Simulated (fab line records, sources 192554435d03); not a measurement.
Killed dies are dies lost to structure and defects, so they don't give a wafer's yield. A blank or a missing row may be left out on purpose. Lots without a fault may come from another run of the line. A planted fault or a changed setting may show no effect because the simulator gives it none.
Chamber matching | flow n5_finfet | N5_GATE_CUT_CMP_23 on cmp-03: 4 sister chambers
The step polishes, stops on SiO2, t overpolish 23.4 s, target thk 16 nm. 18 wafers are shown with their chamber, then 9 later ones without.

WAFERS WITH THEIR CHAMBER
wafer  | chamber | time_to_endpoint_s (s) | motor_current_A (A) | retaining_ring_pressure_frac
L076.2 | 3       | 24.7                   | 8.4                 | 1.004
L076.3 | 2       | 19.0                   | 8.4                 | 0.996
L076.6 | 3       | 21.0                   | 8.1                 | 0.997
L076.1 | 1       | 21.4                   | 7.4                 | 1.002
L076.4 | 0       | 17.0                   | 7.9                 | 1.002
L076.5 | 0       | 18.2                   | 7.9                 | 0.995
L079.2 | 3       | 25.6                   | 9.1                 | 1.005
L079.3 | 0       | 17.3                   | 7.7                 | 0.999
L079.6 | 2       | 20.8                   | 7.8                 | 1.009
L083.1 | 1       | 23.6                   | 8.0                 | 0.996
L083.2 | 2       | 19.2                   | 8.2                 | 0.990
L083.6 | 0       | 18.7                   | 8.0                 | 1.004
L084.1 | 1       | 22.4                   | 8.3                 | 0.996
L084.4 | 3       | 24.9                   | 8.6                 | 0.998
L084.5 | 3       | 21.3                   | 8.4                 | 1.004
L086.3 | 0       | 18.2                   | 7.7                 | 1.001
L086.4 | 3       | 22.5                   | 8.7                 | 1.002
L086.5 | 3       | 23.3                   | 8.8                 | 1.004

SIGNATURES (means of the wafers above)
reading                      | chamber 0 | chamber 1 | chamber 2 | chamber 3 | scatter within a chamber
time_to_endpoint_s           | 17.880    | 22.467    | 19.667    | 23.329    | 1.37
motor_current_A              | 7.840     | 7.900     | 8.133     | 8.586     | 0.306
retaining_ring_pressure_frac | 1.00020   | 0.99800   | 0.99833   | 1.00200   | 0.00479
Rule: a wafer's distance from a chamber is the root of the sum, over the readings, of the square of ((its reading less the chamber's mean) divided by the reading's scatter). The wafer belongs to the nearest chamber; if the next one is less than 2 further off, it can't be placed. The scatter: the root of (the sum of the squares of (reading less its chamber's mean) over the shown wafers, divided by (wafers less chambers)).

WAFERS WITHOUT THEIR CHAMBER
wafer  | time_to_endpoint_s (s) | motor_current_A (A) | retaining_ring_pressure_frac
L087.2 | 24.4                   | 7.9                 | 1.004
L087.3 | 18.9                   | 7.8                 | 1.002
L087.5 | 23.2                   | 8.2                 | 0.995
L091.1 | 17.3                   | 7.4                 | 1.000
L091.2 | 20.1                   | 7.8                 | 1.000
L091.4 | 22.9                   | 8.8                 | 0.991
L095.2 | 24.8                   | 8.2                 | 0.988
L095.3 | 21.1                   | 8.3                 | 1.012
L095.6 | 28.2                   | 7.8                 | 1.007

WHICH CHAMBER EACH WENT THROUGH
wafer  | from the rows above               | in truth
L087.2 | can't be placed: 1 or 3 or 2      | 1
L087.3 | can't be placed: 0 or 2 or 1      | 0
L087.5 | can't be placed: 1 or 3 or 2      | 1
L091.1 | can't be placed: 0 or 2           | 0
L091.2 | can't be placed: 2 or 0 or 1      | 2
L091.4 | can't be placed: 3 or 1 or 2      | 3
L095.2 | can't be placed: 1 or 3 or 2      | 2
L095.3 | can't be placed: 3 or 2 or 1 or 0 | 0
L095.6 | can't be placed: 3 or 1           | 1
Placed correctly: 0 of 9. Can't be placed from these rows: 9 (the true chamber is among the candidates in 9). Placed wrongly: 0.
